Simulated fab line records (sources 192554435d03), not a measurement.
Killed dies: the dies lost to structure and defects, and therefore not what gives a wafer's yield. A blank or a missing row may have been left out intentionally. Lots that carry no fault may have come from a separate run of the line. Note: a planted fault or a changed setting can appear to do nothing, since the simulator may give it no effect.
Chamber matching -- flow n5 finfet -- N5_BEOL_M11_ETCH_66 on rie diel-01: 4 sister chambers
The step etches SOC in N2/H2, target depth 120 nm, overetch 24 nm, time 180 s. 24 wafers are shown with their chamber, then 12 later ones without.

## WAFERS, EACH WITH ITS CHAMBER
wafer,chamber,showerhead plenum p Torr (Torr),throttle valve pct (%),drypump motor current A (A)
L078.3,1,2.69,17.33,5.9
L078.5,2,2.50,17.64,5.5
L078.6,3,2.58,17.74,5.4
L080.3,0,2.68,17.92,5.1
L080.5,1,2.68,17.37,6.0
L080.6,2,2.50,17.64,5.6
L083.2,1,2.68,17.36,6.0
L083.5,1,2.68,17.37,6.0
L083.6,2,2.50,17.65,5.5
L087.1,3,2.57,17.76,5.4
L087.3,2,2.50,17.65,5.6
L087.5,2,2.50,17.64,5.5
L085.1,3,2.57,17.77,5.4
L085.5,0,2.68,17.94,5.1
L085.6,1,2.68,17.37,6.0
L090.3,3,2.57,17.81,5.4
L090.5,0,2.68,17.96,5.1
L090.6,3,2.57,17.80,5.4
L089.1,0,2.68,17.95,5.0
L089.2,3,2.57,17.79,5.4
L089.5,3,2.57,17.78,5.4
L091.2,3,2.56,17.79,5.4
L091.4,3,2.56,17.79,5.4
L091.5,1,2.68,17.37,6.0

SIGNATURES (means of the wafers above)
reading,chamber 0,chamber 1,chamber 2,chamber 3,scatter within a chamber
showerhead plenum p Torr,2.6800,2.6817,2.5000,2.5689,0.00431
throttle valve pct,17.9425,17.3617,17.6440,17.7811,0.0173
drypump motor current A,5.075,5.983,5.540,5.400,0.0373
Rule: a wafer lies at a distance from a chamber equal to the root of the sum of squares, over the readings, of (its reading less the chamber's mean, divided by the reading's scatter). If the next closest chamber is less than 2 further off than the closest, the wafer can't be placed; otherwise it belongs to the closest. How the scatter is found: for the shown wafers, subtract from each reading the mean of its chamber, square and add these, divide the total by (wafers less chambers), then take the root.

## WAFERS MISSING THEIR CHAMBER
wafer,showerhead plenum p Torr (Torr),throttle valve pct (%),drypump motor current A (A)
L093.1,2.49,17.71,5.6
L093.3,2.56,17.82,5.4
L093.6,2.68,17.40,6.0
L095.3,2.67,18.00,5.1
L095.4,2.56,17.82,5.4
L095.5,2.67,17.99,5.1
L094.2,2.56,17.79,5.4
L094.3,2.67,17.98,5.1
L094.5,2.67,17.98,5.1
L097.1,2.49,17.71,5.5
L097.2,2.67,17.97,5.1
L097.3,2.67,17.41,6.0

## EACH ONE'S CHAMBER
wafer,from the rows above,in truth
L093.1,2,2
L093.3,3,3
L093.6,1,1
L095.3,0,0
L095.4,3,3
L095.5,0,0
L094.2,3,3
L094.3,0,0
L094.5,0,0
L097.1,2,2
L097.2,0,0
L097.3,1,1
Placed correctly: 12 of 12. Can't be placed from these rows: 0. Number placed wrongly: 0.
